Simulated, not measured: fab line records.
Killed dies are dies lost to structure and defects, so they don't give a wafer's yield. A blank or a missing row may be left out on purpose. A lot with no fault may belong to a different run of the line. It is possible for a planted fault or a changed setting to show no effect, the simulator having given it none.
A struck lot beside a sound one -- flow n5 finfet -- 38 steps out of a route of 1938
Sound: these wafers, L731.4, L731.5, L731.6. Wafers struck: L717.2, L717.5, L717.6. The cause comes at the end.
For every step that has rows: the tool of each side, followed by ch and its chambers, followed by its first start. Under that, the readings that differ: sound wafers -- struck wafers -- difference of the means -- sigmas: that difference in standard deviations of wafers without a fault.
alike: readings with means less than 2 such deviations apart, plus words and numbers identical on both sides. not compared: withheld readings, readings lacking a value on some wafer, bounds such as >300 that could conceal the same value, and numbers that have no deviation in the record and whose values overlap.
A row with sigmas, a row that says differs or no value, or rows on one side alone: a step with any of these is where the two part. Non-overlapping numbers with no deviation appear without sigmas and do not part them. A reading that every wafer of one side lacks parts them only if that side has two wafers or more.

first, 12 steps without rows for these wafers: N5_SD_EPI_P_STRIP_38 (strips in N2/H2); N5_SD_EPI_P_ETCHBACK_46 (etches SiNx in CH3F/O2, stops on SiO2, target depth 17.5 nm); N5_SD_EPI_P_ETCH_47 (etches SiOCN in CH3F/O2, target depth 25 nm); N5_SD_EPI_P_ETCH_16 (etches SiO2 in CHF3/O2, target depth 5 nm); N5_SD_EPI_P_STRIP_50 (strips in CHF3/O2); N5_SD_EPI_P_SD_RECESS_17 (chemistry HBr/Cl2/O2, target depth 39.1 nm, bt time 3 s); N5_SD_EPI_P_WET_ETCH_45 (etches SiO2 in dHF, time 10.7 s, target depth 2 nm, rinse time 30 s); N5_SD_EPI_P_STRIP_40 (strips in N2/H2); N5_SD_EPI_P_PRECLEAN_52 (cleans in O3/DIW, time 60 s); N5_SD_EPI_P_SRD_20 (time 30 s); N5_SD_EPI_P_PRECLEAN_51 (cleans in NF3:NH3, afs cycles 1, time 20 s, sublimation time 60 s); N5_SD_EPI_P_VAPOR_ETCH_44 (etches SiGe30 in NF3/Ar, time 3.3 s).
N5_SD_EPI_P_EPI_21: deposits SiGe:B, time 355 s.
  sound on epi rpcvd-03 ch 0, day 10 06:31; struck on epi rpcvd-01 ch 0, day 5 09:52
reading,sound,struck,difference,sigmas
model.SiGe-B_of_SD_EPI_P_EPI_21.thk nm (nm),61.2 62 62.8,43.8 43 43.2,-18.7,
  alike: chamber pressure Torr
N5_SD_EPI_P_EPI_MEAS_23:
  struck on film metro-02, day 5 11:42; sound on film metro-02, day 10 07:38
reading,sound,struck,difference,sigmas
thk nm (nm),61.7 63.2 62.4,43.3 42.7 41.0,-20.1,-17
then, 8 steps without rows for these wafers: N5_SD_EPI_P_HM_STRIP_48 (strips SiNx in H3PO4, material SiNx, target depth 3 nm); N5_SD_EPI_P_SRD_49 (time 30 s); N5_SD_EPI_P_PRECLEAN_24 (cleans in O3/DIW, time 45 s); N5_SD_EPI_P_PRECLEAN_32 (cleans in dHF, time 10 s); N5_SD_EPI_P_PRECLEAN_33 (cleans in SC2, time 45 s); N5_SD_EPI_P_SRD_25 (time 30 s); N5_SD_ACTIVATION_RTA_00 (time 0 s); N5_SD_ACTIVATION_LSA_01 (time 0.0008 s).
N5_SD_ACTIVATION_RS_MEAS_03: measures by four-point-probe.
  struck on film metro-01, day 5 12:19; sound on film metro-02, day 10 08:33
reading,sound,struck,difference,sigmas
RS_SD_P (ohm/sq),56.4 55.0 54.3,79.4 80.2 79.8,+24.6,+35
  alike: RS_SD_N
then, 12 steps without rows for these wafers: N5_ILD0_LINER_00 (material SiNx, target thk 4 nm, pulse time 1 s, purge time 2 s); N5_ILD0_FCVD_FILL_01 (material SiO2 flowable, target thk 200 nm, time 328.3 s); N5_ILD0_CURE_02 (time 1800 s); N5_ILD0_CMP_03 (polishes, stops on SiNx, t overpolish 1.9 s, target thk 197.38 nm); N5_ILD0_CMP_07 (polishes SiO2 flowable, stops on poly-Si, t overpolish 1.18 s, target thk 138.88 nm); N5_ILD0_PRECLEAN_10 (cleans in NF3:NH3, afs cycles 5, time 20 s, sublimation time 60 s); N5_ILD0_ALD_15 (deposits SiNx, target thk 24 nm, pulse time 1 s, ald cycles 480); N5_ILD0_CMP_12 (polishes SiNx, stops on poly-Si, t overpolish 6 s, target thk 17.67 nm); N5_SDB_HM_DEP_00 (deposits SiNx from SiH4/NH3/N2, target thk 40 nm, time 35.3 s); N5_SDB_COAT_03 (time 60 s, resist thk 100 nm); N5_SDB_COAT_04 (time 60 s, resist thk 18 nm); N5_SDB_COAT_05 (resist thk 90 nm).
N5_MOL_CONTACT_COAG_ETCH_110: etches Si in CF4/O2, target depth 2.5 nm, time 8 s.
  sound on rie diel-01 ch 0,1,3, day 11 16:52; struck on rie diel-06 ch 1,2,3, day 6 17:55
reading,sound,struck,difference,sigmas
model.SiGe-B_of_SD_EPI_P_EPI_21.thk nm (nm),58.4 59.2 59.8,41.6 41 41,-17.9,
  alike: drypump motor current A, oes product au, rf vpp V, showerhead plenum p Torr, throttle valve pct
  not compared: rf hours counter h
-- here the record skips 5 days between the struck wafers' starts before and after, leaving off in module MOL_CONTACT_COAG and picking up in module BEOL_M4 (first step shown: number 1111 of the route) --
N5_BEOL_M4_RC_MEAS_101:
  sound on prober-02 ch 0, day 15 22:20; struck on prober-02 ch 0, day 11 17:29
reading,sound,struck,difference,sigmas
DIBL_P (mV/V),35.3 32.8 35.2,38.4 38.4 38.0,+3.8,+2
IOFF_P (nA/um),0.254 0.205 0.261,0.165 0.160 0.158,-0.079,-3
ION_P (uA/um),472 474 475,436 437 435,-38,-6
REXT_P (ohm.um),99.1 100.2 101.1,116.6 117.6 116.5,+16.8,+8
RS_SD_P (ohm/sq),65.9 64.9 63.9,93.2 94.1 93.2,+28.6,+32
VT_P (mV),-244 -247 -243,-260 -264 -263,-18,-5
VT_P_LVT (mV),-91.9 -94.3 -92.6,-108.8 -109.2 -109.5,-16.2,-6
  alike: DIBL_N, IOFF_N, ION_N, SS_N, SS_P, VT_N
-- here the record skips 4 days between the struck wafers' starts before and after, leaving off in module BEOL_M4 and picking up in module PASSIVATION (first step shown: number 1936 of the route) --
N5_PASSIVATION_PROBE_49:
  struck on prober-01, day 16 00:57; sound on prober-02, day 20 07:39
reading,sound,struck,difference,sigmas
killed at other,0 2 1,8 7 20,+11,+3
sort_bin_8_speed (%),0 0 0,0.42 1.02 3.31,+1.58,
  alike: defect limited yield, killed_at_M0_to_M3, killed_at_M4_up, killed at contacts, killed at front end, killed dies, killed open, killed short, sort_bin_5_function, sort_bin_6_memory, sort n pass, sort yield pct

WHERE THEY PART
First at N5_SD_EPI_P_EPI_MEAS_23; last, within this record, at N5_PASSIVATION_PROBE_49.

WHY: what the simulator had put in
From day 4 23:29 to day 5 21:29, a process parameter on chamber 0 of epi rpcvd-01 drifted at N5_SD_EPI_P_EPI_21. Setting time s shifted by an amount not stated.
